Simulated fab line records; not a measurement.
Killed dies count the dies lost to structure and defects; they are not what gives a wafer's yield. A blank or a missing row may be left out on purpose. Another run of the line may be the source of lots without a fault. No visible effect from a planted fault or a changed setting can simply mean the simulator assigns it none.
fab line records	flow n5Finfet
record lots=10	wafers=29	lastDay=17
route steps=1938 shown MOL_CONTACT_COAG@588 BEOL_M4@1111 PASSIVATION@1936
lots untouched by any fault: they come from a run of this same line in which no faults occurred
startH: hours from the record's opening day to when the first of the lot's shown wafers began	waitH: time in hours since the lot's previous step	" repeats the value in the row above	L1.1+2: several wafers, shown together as one row	- either no value or no given start	* or withheld: withheld	< > ~ a bound
route shown NAME@n: NAME is a module with steps in the file, n the number in the route of the first one	usual: mean/standard deviation taken from wafers without a fault	same: alike in all rows	chamber/n: place in a boat	sites: per-site readings	_std_site: the values' standard deviation	_edge_site: mean of outer sites minus mean of inner sites	radiusMm: for every site, how far away it sits from the centre of the wafer	mask NAME#n: copy n	behind: tool/chamber where the wafer was last shaped	hold: reason for holding the lot/hours on hold/outcome of the hold	device: transistor that didn't switch, given as n, p or np	end of line: tests run on the same wafers once the route is complete	a step given without rows: its recipe and nothing more	killed: not the wafer's yield, but the dies lost to structure and defects at the first sort	map: dies across one wafer; x = killed, . = not, _ = none there
set.NAME: the setting that was run; set.NAME@STEP: the one run at that earlier step	model.NAME: the simulator's own value behind a step, which no gauge read
the route's steps for a sample of lots (tables are steps, rows are wafers)
services: a tool's chamber out of use, with start hour (startH, from the record's first day; less than 0 if before it), hours out, and reason
## steps
# step N5_MOL_CONTACT_COAG_ETCH_47
# recipe chemistry=CH3F/O2	target=SiNx	targetDepthA=270	maskMaterial=SiO2	stopOn=W	overEtchFrac=0.2	ionEnergyEv=120	endpoint=OES-CN	pressureMtorr=30	sourceW=395	biasW=73	Ar_flow_sccm=150	CH3F_flow_sccm=30	O2_flow_sccm=20	ends=endPoint
# usual O2_flow_sccm=19.99/0.064	biasW=73.00/0.21	drypumpMotorCurrentA=5.8/0.34	etchRfOnTimeS=31.2/0.57	oesProductAu=0.73/0.083	rfVppV=302/4.8	showerheadPlenumPTorr=2.03/0.054	throttleValvePct=16.3/0.3
lot.wafer	tool	chamber	startH	waitH	O2_flow_sccm	biasW	drypumpMotorCurrentA	etchRfOnTimeS	oesProductAu	rfHoursCounterH	rfVppV	showerheadPlenumPTorr	throttleValvePct
L230.2	rieDiel-02	2	100.30	0.0	20.01	73.27	6.1	30.5	0.84	17	312	2.03	15.8
L230.3	"	0	"	"	20.05	73.14	6.0	30.9	0.80	28	301	2.04	16.1
L230.5	"	1	"	"	19.93	73.14	5.5	31.5	0.67	-	296	2.08	16.7
L232.3	rieDiel-01	0	116.45	0.0	20.03	72.81	6.0	30.5	0.79	27	297	2.11	16.1
L232.4	"	3	"	"	19.84	72.72	5.3	30.1	0.85	4	298	2.14	16.4
L232.6	"	0	"	"	20.06	73.32	6.1	30.5	0.80	-	298	2.11	16.1
L233.1	rieDiel-01	3	118.23	0.0	20.14	73.20	5.3	30.6	0.86	5	299	2.14	16.4
L233.2	"	0	"	"	20.06	72.84	6.0	30.6	0.80	27	298	2.11	16.1
L233.3	"	2	"	"	19.99	73.38	5.9	31.7	0.64	207	303	2.07	16.5
L234.1	rieDiel-01	0	127.24	0.0	19.95	73.00	6.0	30.7	0.79	30	297	2.11	16.1
L234.2	"	2	"	"	19.95	73.17	5.9	31.4	0.63	211	303	2.07	16.5
L234.5	"	1	"	"	20.02	72.68	6.1	31.2	0.63	-	305	1.97	16.5
L236.4	rieDiel-02	1	135.61	0.0	19.90	73.07	5.5	31.6	0.65	190	295	2.08	16.8
L236.5	"	0	"	"	19.99	73.16	6.0	30.8	0.79	-	300	2.03	16.1
L236.6	"	1	"	"	20.02	72.83	5.5	31.4	0.66	-	296	2.08	16.8
L238.3	rieDiel-01	1	148.09	0.0	20.06	73.11	6.0	31.3	0.63	241	305	1.97	16.5
L238.4	"	3	"	"	20.08	73.29	5.3	30.5	0.82	15	298	2.14	16.4
L238.6	"	2	"	"	20.14	72.05	5.9	31.3	0.64	-	303	2.06	16.5
L241.3	rieDiel-02	1	166.68	0.0	19.99	72.74	5.5	31.2	0.65	202	297	2.08	16.8
L241.6	"	1	"	"	20.04	73.12	5.5	31.4	0.65	-	297	2.08	16.8
L250.2	rieDiel-02	1	216.04	0.0	19.97	72.95	5.5	31.8	0.63	220	297	2.07	16.8
L250.3	"	2	"	"	19.97	73.04	6.2	30.7	0.78	57	311	2.02	15.9
L250.4	"	3	"	"	19.91	72.91	5.5	31.5	0.77	32	293	2.05	15.9
L251.3	rieDiel-06	2	229.31	0.0	19.94	72.91	5.7	31.3	0.76	59	300	1.95	16.2
L251.5	"	3	"	"	19.88	73.02	5.4	32.2	0.60	-	303	1.97	16.7
L251.6	"	2	"	"	19.94	73.08	5.6	31.1	0.77	-	300	1.95	16.2
L253.2	rieDiel-01	0	243.86	0.0	20.06	72.64	6.0	30.5	0.74	72	298	2.10	16.2
L253.4	"	3	"	"	20.03	73.14	5.3	30.7	0.76	50	299	2.12	16.5
L253.5	"	2	"	"	20.06	73.43	5.9	32.1	0.61	-	303	2.05	16.6
# step N5_MOL_CONTACT_COAG_STRIP_119
# recipe chemistry=N2/H2	timeS=30	powerW=1000	tempC=250	pressureMtorr=withheld	n2FlowSccm=1750	h2FlowSccm=3250
# usual drypumpMotorCurrentA=5.6/0.46	heaterPowerW=356/39
lot.wafer	tool	chamber	startH	waitH	drypumpMotorCurrentA	heaterPowerW	rfHoursCounterH
L230.2	plasmaAsher-01	0	100.39	0.1	6.0	327	40
L230.3	"	0	"	"	6.1	315	-
L230.5	"	1	"	"	4.9	355	-
L232.3	plasmaAsher-02	0	116.55	0.1	6.0	329	-
L232.4	"	1	"	"	5.4	412	-
L232.6	"	0	"	"	6.0	331	-
L233.1	plasmaAsher-02	1	118.31	0.1	5.4	411	100
L233.2	"	0	"	"	6.0	332	100
L233.3	"	0	"	"	6.0	333	-
L234.1	plasmaAsher-02	1	127.32	0.1	5.4	422	102
L234.2	"	0	"	"	6.0	315	102
L234.5	"	1	"	"	5.4	411	-
L236.4	plasmaAsher-02	0	135.71	0.1	6.0	324	-
L236.5	"	1	"	"	5.4	413	-
L236.6	"	0	"	"	6.0	333	-
L238.3	plasmaAsher-01	0	148.19	0.1	6.0	323	-
L238.4	"	1	"	"	4.9	343	-
L238.6	"	0	"	"	6.0	333	-
L241.3	plasmaAsher-02	1	166.78	0.1	5.4	431	-
L241.6	"	1	"	"	5.4	411	-
L250.2	plasmaAsher-01	0	216.13	0.1	6.0	322	63
L250.3	"	0	"	"	6.0	319	-
L250.4	"	1	"	"	4.9	345	-
L251.3	plasmaAsher-02	1	229.41	0.1	5.4	417	-
L251.5	"	0	"	"	6.0	338	-
L251.6	"	1	"	"	5.4	420	-
L253.2	plasmaAsher-01	0	243.94	0.1	6.0	324	69
L253.4	"	0	"	"	6.0	324	-
L253.5	"	0	"	"	6.0	324	-
# step N5_MOL_CONTACT_COAG_CD_MEAS_137
# recipe targetCdNm=16
# usual cdNm=15.9/0.34
lot.wafer	tool	chamber	startH	waitH	cdNm
L230.2	cdSem-03	-	100.54	0.0	16.6
L230.3	"	-	"	"	16.0
L230.5	"	-	"	"	16.2
L232.3	cdSem-01	-	116.68	0.0	15.5
L232.4	"	-	"	"	16.1
L232.6	"	-	"	"	16.0
L233.1	cdSem-03	-	118.45	0.0	16.2
L233.2	"	-	"	"	15.9
L233.3	"	-	"	"	16.0
L234.1	cdSem-03	-	127.47	0.0	15.9
L234.2	"	-	"	"	15.8
L234.5	"	-	"	"	16.0
L236.4	cdSem-02	-	135.84	0.0	16.1
L236.5	"	-	"	"	16.1
L236.6	"	-	"	"	15.3
L238.3	cdSem-03	-	148.32	0.0	15.3
L238.4	"	-	"	"	15.8
L238.6	"	-	"	"	15.7
L241.3	cdSem-02	-	166.91	0.0	15.6
L241.6	"	-	"	"	15.6
L250.2	cdSem-01	-	216.27	0.0	15.7
L250.3	"	-	"	"	16.1
L250.4	"	-	"	"	16.0
L251.3	cdSem-02	-	229.54	0.0	15.7
L251.5	"	-	"	"	16.2
L251.6	"	-	"	"	16.4
L253.2	cdSem-03	-	244.09	0.0	16.2
L253.4	"	-	"	"	16.1
L253.5	"	-	"	"	16.1
# step N5_MOL_CONTACT_COAG_ALD_133
# recipe material=SiO2	targetThkA=50	tempC=100	aldPrecursorFamily=BDEAS	aldCoReactant=O2-plasma	pulseTimeS=1	coReactantPulseTimeS=1	purgeTimeS=2	coReactantPurgeTimeS=2	aldCycles=35	pressureTorr=2
# usual aldCycles=35/0	heaterPowerW=83/7.1	precursorPulseHeightRel=0.997/0.02
lot.wafer	tool	chamber	startH	waitH	aldCycles	heaterPowerW	precursorPulseHeightRel
L230.2	aldSin-03	3	101.33	0.1	35	94	1.015
L230.3	"	1	"	"	35	90	1.000
L230.5	"	2	"	"	35	83	0.963
L232.3	aldSin-04	3	117.38	0.1	35	78	0.991
L232.4	"	1	"	"	35	76	0.982
L232.6	"	2	"	"	35	78	1.036
L233.1	aldSin-03	1	119.23	0.1	35	87	1.022
L233.2	"	2	"	"	35	82	1.018
L233.3	"	3	"	"	35	95	0.999
L234.1	aldSin-04	0	128.07	0.1	35	86	0.979
L234.2	"	3	"	"	35	79	0.998
L234.5	"	3	"	"	35	80	0.983
L236.4	aldSin-04	2	136.54	0.1	35	81	0.979
L236.5	"	1	"	"	35	74	0.999
L236.6	"	0	"	"	35	83	1.009
L238.3	aldSin-01	0	149.14	0.1	35	72	1.010
L238.4	"	3	"	"	35	82	0.965
L238.6	"	3	"	"	35	83	0.990
L241.3	aldSin-04	0	167.71	0.3	35	87	1.021
L241.6	"	2	"	"	35	79	1.012
L250.2	aldSin-03	2	217.52	0.1	35	82	1.017
L250.3	"	3	"	"	14	95	0.978
L250.4	"	1	"	"	35	87	0.980
L251.3	aldSin-03	3	230.24	0.1	14	94	1.026
L251.5	"	1	"	"	35	89	1.005
L251.6	"	2	"	"	35	84	1.044
L253.2	aldSin-01	2	244.79	0.1	35	92	0.997
L253.4	"	1	"	"	35	65	1.042
L253.5	"	0	"	"	35	71	0.957
# step N5_BEOL_M4_RC_MEAS_101
# usual DIBL_N=36.9/1.7	DIBL_P=37.3/2.3	IOFF_N=0.16/0.033	IOFF_P=0.22/0.04	ION_N=673/12	ION_P=463/8	SS_N=71.6/0.58	SS_P=73.4/0.74	VT_N=250/3.2	VT_P=-250/3.4
lot.wafer	tool	chamber	startH	waitH	DIBL_N[mV/V]	DIBL_P[mV/V]	IOFF_N[nA/um]	IOFF_P[nA/um]	ION_N[uA/um]	ION_P[uA/um]	SS_N[mV/dec]	SS_P[mV/dec]	VT_N[mV]	VT_P[mV]
L230.2	prober-01	0	165.78	0.2	38.3	40.6	0.22	0.29	691	471	71.8	74.1	247	-247
L230.3	"	0	"	"	39.7	42.2	0.25	0.33	681	473	73.0	74.5	243	-244
L230.5	"	0	"	"	36.7	38.1	0.18	0.24	675	467	72.2	73.4	250	-248
L233.1	prober-02	0	186.13	0.0	37.3	38.3	0.18	0.23	676	460	72.1	73.7	249	-249
L233.2	"	0	"	"	36.1	37.8	0.16	0.22	668	464	71.6	72.9	252	-250
L233.3	"	0	"	"	36.7	38.3	0.18	0.24	684	475	72.0	72.8	247	-249
L232.3	prober-02	0	190.68	0.3	39.3	42.2	0.25	0.33	684	475	72.0	73.5	245	-245
L232.4	"	0	"	"	38.8	40.3	0.20	0.28	681	465	71.8	74.5	248	-247
L232.6	"	0	"	"	36.7	38.6	0.17	0.25	695	480	72.0	72.9	250	-247
L234.1	prober-01	0	194.08	0.0	38.5	38.0	0.19	0.23	677	456	72.2	73.7	247	-252
L234.2	"	0	"	"	35.9	34.2	0.13	0.18	656	452	71.5	72.1	252	-255
L234.5	"	0	"	"	35.7	33.9	0.14	0.17	658	446	71.7	72.0	253	-257
L236.4	prober-02	0	205.12	0.5	36.4	38.5	0.17	0.25	664	460	72.0	73.9	248	-251
L236.5	"	0	"	"	37.5	39.4	0.19	0.26	675	465	71.8	73.2	248	-251
L236.6	"	0	"	"	35.8	37.3	0.16	0.23	666	461	71.3	73.3	248	-249
L238.3	prober-02	0	217.30	0.3	36.2	35.5	0.13	0.18	659	453	72.0	73.3	256	-252
L238.4	"	0	"	"	35.7	36.2	0.13	0.18	655	452	71.5	72.9	255	-252
L238.6	"	0	"	"	37.7	37.3	0.16	0.21	664	457	72.6	72.8	252	-250
L241.3	prober-01	0	242.60	0.3	38.1	37.6	0.16	0.21	661	458	71.7	73.0	249	-251
L241.6	"	0	"	"	36.4	37.6	0.15	0.22	681	473	71.1	73.7	250	-247
L250.2	prober-02	0	304.66	0.2	37.1	37.2	0.18	0.22	677	461	71.6	74.7	246	-251
L250.4	"	0	"	"	32.6	31.7	0.10	0.15	650	449	69.9	72.3	257	-259
L251.5	prober-01	0	308.62	0.6	39.0	41.1	0.20	0.27	677	465	72.0	73.9	246	-248
L251.6	"	0	"	"	36.4	37.0	0.14	0.21	667	464	71.3	73.9	254	-248
L253.2	prober-02	0	311.07	0.2	36.1	35.9	0.13	0.19	649	447	71.3	72.5	254	-250
L253.4	"	0	"	"	38.0	37.9	0.15	0.22	676	464	71.4	73.6	252	-249
L253.5	"	0	"	"	37.1	36.7	0.14	0.20	662	456	70.7	73.4	252	-253
# step N5_PASSIVATION_PROBE_49
# usual defectLimitedYield=91.2/1.3	killed_at_M0_to_M3=34/10	killed_at_M4_up=13/4.6	killedAtContacts=13/5.5	killedAtFrontEnd=41/12	killedAtOther=2.8/2.4	killedDies=104/16	killedOnRim=14/4.2	killedOpen=67/12	killedShort=33/7.2	sort_bin_5_function=5.1/0.86	sort_bin_6_memory=3.3/0.62	sortNPass=1076/16	sortYieldPct=91.2/1.3
# same grossDies=1180	killedAtBackSide=0	sort_bin_4_leakage[%]=0	sort_bin_8_speed[%]=0
lot.wafer	tool	chamber	startH	waitH	defectLimitedYield[%]	killed_at_M0_to_M3	killed_at_M4_up	killedAtContacts	killedAtFrontEnd	killedAtOther	killedDies	killedOnRim	killedOpen	killedShort	sort_bin_5_function[%]	sort_bin_6_memory[%]	sortNPass	sortYieldPct[%]
L230.2	prober-01	-	273.53	0.1	90.6	37	14	16	34	10	111	13	74	34	5.8	3.1	1069	90.6
L230.3	prober-01	-	273.58	0.1	92.5	25	9	20	33	2	89	13	65	24	4.5	2.9	1091	92.5
L230.5	prober-01	-	273.68	0.2	89.4	34	20	14	57	0	125	12	88	35	5.8	4.7	1055	89.4
L233.1	prober-01	-	298.87	0.0	88.5	30	19	27	58	2	136	15	100	33	6.9	4.2	1044	88.5
L233.2	prober-01	-	298.92	0.1	92.0	21	19	9	38	7	94	11	57	36	5.0	2.7	1086	92.0
L233.3	prober-01	-	298.97	0.1	92.5	20	16	8	39	6	89	11	59	28	4.7	2.6	1091	92.5
L234.1	prober-02	-	301.86	0.0	91.7	32	9	25	31	1	98	9	61	31	4.6	3.3	1082	91.7
L234.2	prober-02	-	301.91	0.1	92.6	30	7	14	36	0	87	12	56	26	4.2	2.9	1093	92.6
L234.5	prober-02	-	302.06	0.2	92.6	21	14	19	25	8	87	14	60	26	4.2	3.1	1093	92.6
L232.3	prober-02	-	306.14	0.1	91.0	42	13	13	37	1	106	13	77	24	5.1	3.1	1074	91.0
L232.4	prober-02	-	306.19	0.2	90.3	33	14	15	50	3	115	14	71	43	5.4	4.0	1065	90.3
L232.6	prober-02	-	306.29	0.3	90.4	38	17	11	46	1	113	15	73	35	5.8	3.1	1067	90.4
L236.4	prober-01	-	317.37	0.2	91.4	35	10	7	50	0	102	15	68	30	4.7	3.7	1078	91.4
L236.5	prober-01	-	317.42	0.2	91.3	34	17	17	34	1	103	4	68	28	4.8	3.6	1077	91.3
L236.6	prober-01	-	317.47	0.3	89.8	35	15	11	56	3	120	21	89	25	5.7	4.4	1060	89.8
L238.3	prober-01	-	326.19	0.1	91.4	23	10	10	56	3	102	20	54	33	4.7	2.7	1078	91.4
L238.4	prober-01	-	326.24	0.2	92.2	31	8	10	43	0	92	14	52	30	4.5	2.6	1088	92.2
L238.6	prober-01	-	326.34	0.3	91.7	32	11	21	31	3	98	16	57	35	5.1	3.1	1082	91.7
L241.3	prober-01	-	360.57	1.0	91.9	42	9	20	24	0	95	16	66	28	4.8	3.1	1085	91.9
L241.6	prober-01	-	360.72	1.2	93.7	31	8	13	21	1	74	9	52	21	4.0	2.0	1106	93.7
L251.3	prober-02	-	402.21	0.1	0	28	4	1081	64	3	1180	152	70	33	5.3	3.4	0	0
L251.5	prober-02	-	402.31	0.2	87.9	36	19	26	59	3	143	20	94	39	7.3	3.9	1037	87.9
L251.6	prober-02	-	402.36	0.3	89.7	39	10	10	56	6	121	20	71	47	5.0	4.7	1059	89.7
L253.2	prober-02	-	407.18	0.1	90.9	49	14	4	34	6	107	22	71	33	5.3	3.6	1073	90.9
L253.4	prober-02	-	407.28	0.2	89.9	53	19	3	37	7	119	14	58	50	6.2	2.8	1061	89.9
L253.5	prober-02	-	407.33	0.2	94.6	37	3	2	21	1	64	12	35	29	2.6	2.5	1116	94.6
L250.2	prober-01	-	407.35	0.1	91.4	37	16	18	28	2	101	10	61	34	4.9	3.3	1079	91.4
L250.3	prober-01	-	407.40	0.1	0	22	4	1135	19	0	1180	152	44	9	2.7	1.9	0	0
L250.4	prober-01	-	407.45	0.2	93.1	26	11	13	30	1	81	11	56	19	4.4	2.2	1099	93.1
# killed by level:class
L230.2 BEOL_M0_SAQP:geometricParticle:open=15 MOL_CONTACT_COAG:geometricParticle:open=12 STI_FIN_REVEAL:geometricParticle:open=11 BEOL_M3:geometricParticle:open=8 FIN_SAQP:geometricParticle:open=5 BEOL_M0_SAQP:geometricParticle:short=4 PASS1_CAP:geometricParticle:open=4 STI_FIN_REVEAL:geometricParticle:short=3
L230.3 STI_FIN_REVEAL:geometricParticle:open=18 MOL_CONTACT_COAG:geometricParticle:open=15 FIN_SAQP:geometricParticle:open=5 MOL_CONTACT_COAG:geometricParticle:short=5 BEOL_M0_SAQP:geometricParticle:short=5 BEOL_M0_SAQP:geometricParticle:open=4 BEOL_M0:geometricParticle:open=4 BEOL_M3:geometricParticle:short=4
L230.5 STI_FIN_REVEAL:geometricParticle:open=19 MOL_CONTACT_COAG:geometricParticle:open=13 FIN_SAQP:geometricParticle:short=10 BEOL_M0_SAQP:geometricParticle:short=9 BEOL_M0_SAQP:geometricParticle:open=9 FIN_SAQP:geometricParticle:open=8 BEOL_M2:geometricParticle:open=7 GATE_CUT:geometricParticle:open=6
L233.1 MOL_CONTACT_COAG:geometricParticle:open=21 STI_FIN_REVEAL:geometricParticle:open=19 BEOL_M4:geometricParticle:open=12 FIN_SAQP:geometricParticle:open=10 BEOL_M3:geometricParticle:open=10 FIN_SAQP:geometricParticle:short=8 MOL_CONTACT_COAG:geometricParticle:short=6 STI_FIN_REVEAL:geometricParticle:short=5
L233.2 FIN_SAQP:geometricParticle:open=10 BEOL_M3:geometricParticle:open=7 STI_FIN_REVEAL:geometricParticle:open=7 FIN_SAQP:geometricParticle:short=6 MOL_CONTACT_COAG:geometricParticle:open=6 BEOL_M4:geometricParticle:open=6 BEOL_M4:geometricParticle:short=6 BEOL_M0_SAQP:geometricParticle:open=3
L233.3 FIN_SAQP:geometricParticle:open=12 FIN_SAQP:geometricParticle:short=11 MOL_CONTACT_COAG:geometricParticle:open=7 BEOL_M4:geometricParticle:open=7 STI_FIN_REVEAL:geometricParticle:open=5 BEOL_M3:geometricParticle:open=5 BEOL_M0:geometricParticle:open=4 BEOL_M0_SAQP:geometricParticle:short=3
L234.1 MOL_CONTACT_COAG:geometricParticle:open=16 STI_FIN_REVEAL:geometricParticle:open=9 MOL_CONTACT_COAG:geometricParticle:short=8 BEOL_M3:geometricParticle:open=7 BEOL_M2:geometricParticle:open=6 FIN_SAQP:geometricParticle:short=5 STI_FIN_REVEAL:geometricParticle:short=4 BEOL_M0_SAQP:geometricParticle:open=4
L234.2 MOL_CONTACT_COAG:geometricParticle:open=11 BEOL_M3:geometricParticle:open=11 GATE_CUT:geometricParticle:short=8 FIN_SAQP:geometricParticle:short=7 BEOL_M0_SAQP:geometricParticle:open=6 DUMMY_GATE:geometricParticle:open=5 STI_FIN_REVEAL:geometricParticle:open=4 FIN_SAQP:geometricParticle:open=3
L234.5 MOL_CONTACT_COAG:geometricParticle:open=18 FIN_SAQP:geometricParticle:short=6 BEOL_M0_SAQP:geometricParticle:short=5 BEOL_M2:geometricParticle:open=5 STI_FIN_REVEAL:geometricParticle:open=4 DUMMY_GATE:geometricParticle:open=4 BEOL_M0_SAQP:geometricParticle:open=4 BEOL_M4:geometricParticle:open=4
L232.3 BEOL_M1:geometricParticle:open=17 MOL_CONTACT_COAG:geometricParticle:open=11 FIN_SAQP:geometricParticle:open=6 DUMMY_GATE:geometricParticle:open=6 STI_FIN_REVEAL:geometricParticle:open=5 BEOL_M0_SAQP:geometricParticle:open=5 BEOL_M4:geometricParticle:open=5 BEOL_M0_SAQP:geometricParticle:short=4
L232.4 FIN_SAQP:geometricParticle:open=18 MOL_CONTACT_COAG:geometricParticle:open=10 BEOL_M1:geometricParticle:open=8 BEOL_M0_SAQP:geometricParticle:short=7 BEOL_M0_SAQP:geometricParticle:open=6 FIN_SAQP:geometricParticle:short=5 ILD0:geometricParticle:short=5 GATE_CUT:geometricParticle:short=5
L232.6 FIN_SAQP:geometricParticle:open=11 BEOL_M0_SAQP:geometricParticle:open=11 MOL_CONTACT_COAG:geometricParticle:open=9 BEOL_M1:geometricParticle:open=7 BEOL_M2:geometricParticle:open=6 DUMMY_GATE:geometricParticle:open=5 GATE_CUT:geometricParticle:short=5 STARTING-WAFER:geometricParticle:short=5
L236.4 STI_FIN_REVEAL:geometricParticle:open=17 BEOL_M3:geometricParticle:open=7 BEOL_M1:geometricParticle:open=7 FIN_SAQP:geometricParticle:short=6 BEOL_M0_SAQP:geometricParticle:open=6 BEOL_M2:geometricParticle:open=6 GATE_CUT:geometricParticle:short=5 FIN_SAQP:geometricParticle:open=4
L236.5 MOL_CONTACT_COAG:geometricParticle:open=14 BEOL_M0_SAQP:geometricParticle:short=9 DUMMY_GATE:geometricParticle:open=7 BEOL_M3:geometricParticle:open=7 GATE_CUT:geometricParticle:short=6 BEOL_M4:geometricParticle:open=6 BEOL_M2:geometricParticle:open=5 STI_FIN_REVEAL:geometricParticle:open=4
L236.6 DUMMY_GATE:geometricParticle:open=21 MOL_CONTACT_COAG:geometricParticle:open=10 STI_FIN_REVEAL:geometricParticle:open=9 BEOL_M0_SAQP:geometricParticle:short=7 FIN_SAQP:geometricParticle:open=6 BEOL_M0_SAQP:geometricParticle:open=6 BEOL_M3:geometricParticle:open=6 BEOL_M5:geometricParticle:open=6
L238.3 STI_FIN_REVEAL:geometricParticle:open=11 GATE_CUT:geometricParticle:short=9 HKMG_FIN:areaEtch=9 FIN_SAQP:geometricParticle:open=8 MOL_CONTACT_COAG:geometricParticle:open=7 BEOL_M0_SAQP:geometricParticle:short=6 DUMMY_GATE:geometricParticle:open=4 BEOL_M1:geometricParticle:open=4
L238.4 MOL_CONTACT_COAG:geometricParticle:open=8 GATE_CUT:geometricParticle:short=7 BEOL_M1:geometricParticle:open=7 HKMG_FIN:areaEtch=6 BEOL_M3:geometricParticle:open=5 FIN_SAQP:geometricParticle:open=4 GATE_CUT:geometricParticle:open=4 BEOL_M0_SAQP:geometricParticle:open=4
L238.6 MOL_CONTACT_COAG:geometricParticle:open=14 BEOL_M0_SAQP:geometricParticle:short=8 MOL_CONTACT_COAG:geometricParticle:short=7 GATE_CUT:geometricParticle:short=6 BEOL_M1:geometricParticle:open=6 GATE_CUT:geometricParticle:open=5 BEOL_M0_SAQP:geometricParticle:open=5 STI_FIN_REVEAL:geometricParticle:open=4
L241.3 MOL_CONTACT_COAG:geometricParticle:open=16 FIN_SAQP:geometricParticle:open=8 BEOL_M0_SAQP:geometricParticle:open=8 BEOL_M1:geometricParticle:open=8 BEOL_M0_SAQP:geometricParticle:short=7 STARTING-WAFER:geometricParticle:open=5 MOL_CONTACT_COAG:geometricParticle:short=4 BEOL_M1:geometricParticle:short=4
L241.6 MOL_CONTACT_COAG:geometricParticle:open=12 BEOL_M2:geometricParticle:open=10 STI_FIN_REVEAL:geometricParticle:open=7 BEOL_M3:geometricParticle:open=5 BEOL_M0_SAQP:geometricParticle:short=4 BEOL_M0_SAQP:geometricParticle:open=3 BEOL_M3:geometricParticle:short=3 BEOL_M4:geometricParticle:open=3
L251.3 MOL_CONTACT_COAG:areaAld=1070 FIN_SAQP:geometricParticle:open=22 FIN_SAQP:geometricParticle:short=12 STI_FIN_REVEAL:geometricParticle:open=8 MOL_CONTACT_COAG:geometricParticle:open=7 BEOL_M0_SAQP:geometricParticle:open=6 BEOL_M0:geometricParticle:open=5 ILD0:geometricParticle:short=4
L251.5 MOL_CONTACT_COAG:geometricParticle:open=20 FIN_SAQP:geometricParticle:open=19 BEOL_M0_SAQP:geometricParticle:open=12 FIN_SAQP:geometricParticle:short=8 BEOL_M0_SAQP:geometricParticle:short=7 BEOL_M2:geometricParticle:open=7 STARTING-WAFER:geometricParticle:short=7 STI_FIN_REVEAL:geometricParticle:open=5
L251.6 FIN_SAQP:geometricParticle:short=20 FIN_SAQP:geometricParticle:open=16 BEOL_M0_SAQP:geometricParticle:short=11 BEOL_M0_SAQP:geometricParticle:open=9 STI_FIN_REVEAL:geometricParticle:open=8 MOL_CONTACT_COAG:geometricParticle:open=8 BEOL_M2:geometricParticle:open=6 ILD0:geometricParticle:open=4
L253.2 BEOL_M2:geometricParticle:open=11 BEOL_M3:geometricParticle:open=9 STI_FIN_REVEAL:geometricParticle:open=7 BEOL_M0_SAQP:geometricParticle:open=7 BEOL_M1:geometricParticle:open=6 FIN_SAQP:geometricParticle:short=5 MOL_CONTACT_COAG:geometricParticle:open=4 BEOL_M0_SAQP:geometricParticle:short=4
L253.4 BEOL_M0_SAQP:geometricParticle:short=19 FIN_SAQP:geometricParticle:short=11 BEOL_M0_SAQP:geometricParticle:open=11 BEOL_M4:geometricParticle:open=9 STI_FIN_REVEAL:geometricParticle:open=6 BEOL_M3:geometricParticle:open=5 HKMG_FIN:areaEtch=5 BEOL_M1:geometricParticle:open=4
L253.5 BEOL_M0_SAQP:geometricParticle:short=12 BEOL_M0_SAQP:geometricParticle:open=9 BEOL_M2:geometricParticle:open=7 FIN_SAQP:geometricParticle:short=4 BEOL_M2:geometricParticle:short=4 FIN_SAQP:geometricParticle:open=3 STARTING-WAFER:geometricParticle:short=3 STARTING-WAFER:geometricParticle:open=3
L250.2 MOL_CONTACT_COAG:geometricParticle:open=12 BEOL_M0_SAQP:geometricParticle:short=10 BEOL_M2:geometricParticle:open=7 STI_FIN_REVEAL:geometricParticle:open=6 MOL_CONTACT_COAG:geometricParticle:short=6 BEOL_M1:geometricParticle:open=5 BEOL_M0_SAQP:geometricParticle:open=5 BEOL_M4:geometricParticle:open=5
L250.3 MOL_CONTACT_COAG:areaAld=1123 BEOL_M3:geometricParticle:open=10 MOL_CONTACT_COAG:geometricParticle:open=8 STI_FIN_REVEAL:geometricParticle:open=4 MOL_CONTACT_COAG:geometricParticle:short=4 BEOL_M2:geometricParticle:open=4 DUMMY_GATE:geometricParticle:open=3 BEOL_M0_SAQP:geometricParticle:open=3
L250.4 MOL_CONTACT_COAG:geometricParticle:open=11 BEOL_M1:geometricParticle:open=9 FIN_SAQP:geometricParticle:open=5 BEOL_M3:geometricParticle:open=5 FIN_SAQP:geometricParticle:short=3 STI_FIN_REVEAL:geometricParticle:short=3 STI_FIN_REVEAL:geometricParticle:open=3 DUMMY_GATE:geometricParticle:open=3
## services
tool	chamber	startH	hours	kind
rieDiel-01	3	85.99	-	clean
rieDiel-01	3	85.99	-	consumableReplace:focusRing
rieDiel-01	3	85.99	-	consumableReplace:showerhead
rieDiel-01	3	85.99	19.1	scheduledDown
rieDiel-01	3	85.99	19.1	ventCycle
rieDiel-01	-	86.10	14.6	pm
aldSin-01	-	87.62	14.0	pm
rieDiel-06	0	89.21	9.2	repair
plasmaAsher-01	-	96.51	2.3	repair
plasmaAsher-01	-	115.26	2.2	repair
aldSin-03	2	121.08	6.2	repair
aldSin-01	-	144.75	4.3	pm
aldSin-03	1	147.61	3.5	repair
aldSin-03	-	151.62	0.4	repair
aldSin-01	1	171.53	61.6	repair
rieDiel-02	2	171.75	5.4	repair
rieDiel-01	1	172.90	-	clean
rieDiel-01	1	172.90	-	consumableReplace:focusRing
rieDiel-01	1	172.90	20.6	scheduledDown
rieDiel-01	1	172.90	20.6	ventCycle
aldSin-01	0	180.13	1.6	repair
rieDiel-01	-	189.34	0.3	repair
rieDiel-01	2	218.92	9.9	repair
rieDiel-02	0	219.88	3.8	repair
## key
firstSign step=N5_MOL_CONTACT_COAG_ALD_133	reading=aldCycles	direction=down	sigmas=99+	usual=*	struck=*
effect step=N5_PASSIVATION_PROBE_49	reading=killedAtContacts	direction=up	sigmas=99+	usual=13	struck=1108
moreKillsBornAt N5_MOL_CONTACT_COAG_ALD_133@aldSin-03=2193
metAt N5_MOL_CONTACT_COAG_ALD_133
struckLots L250,L251
struckWafers L250.3,L251.3
laterRowsLeftOut L250.3,L251.3
notActingAt N5_MOL_CONTACT_COAG_ETCH_47,N5_MOL_CONTACT_COAG_STRIP_119,N5_MOL_CONTACT_COAG_CD_MEAS_137
onsetBetween 119.23 217.52
fault kind=processParameterDrift	tool=aldSin-03	chamber=3	onsetH=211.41	steps=N5_MOL_CONTACT_COAG_ALD_133	channel=aldCycles	offset=*	shape=step	endH=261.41	actsIn=*	stated=*
# laterRowsLeftOut: the simulator's readings of these wafers behind a module that went badly wrong aren't trusted and aren't shown, but for the sort
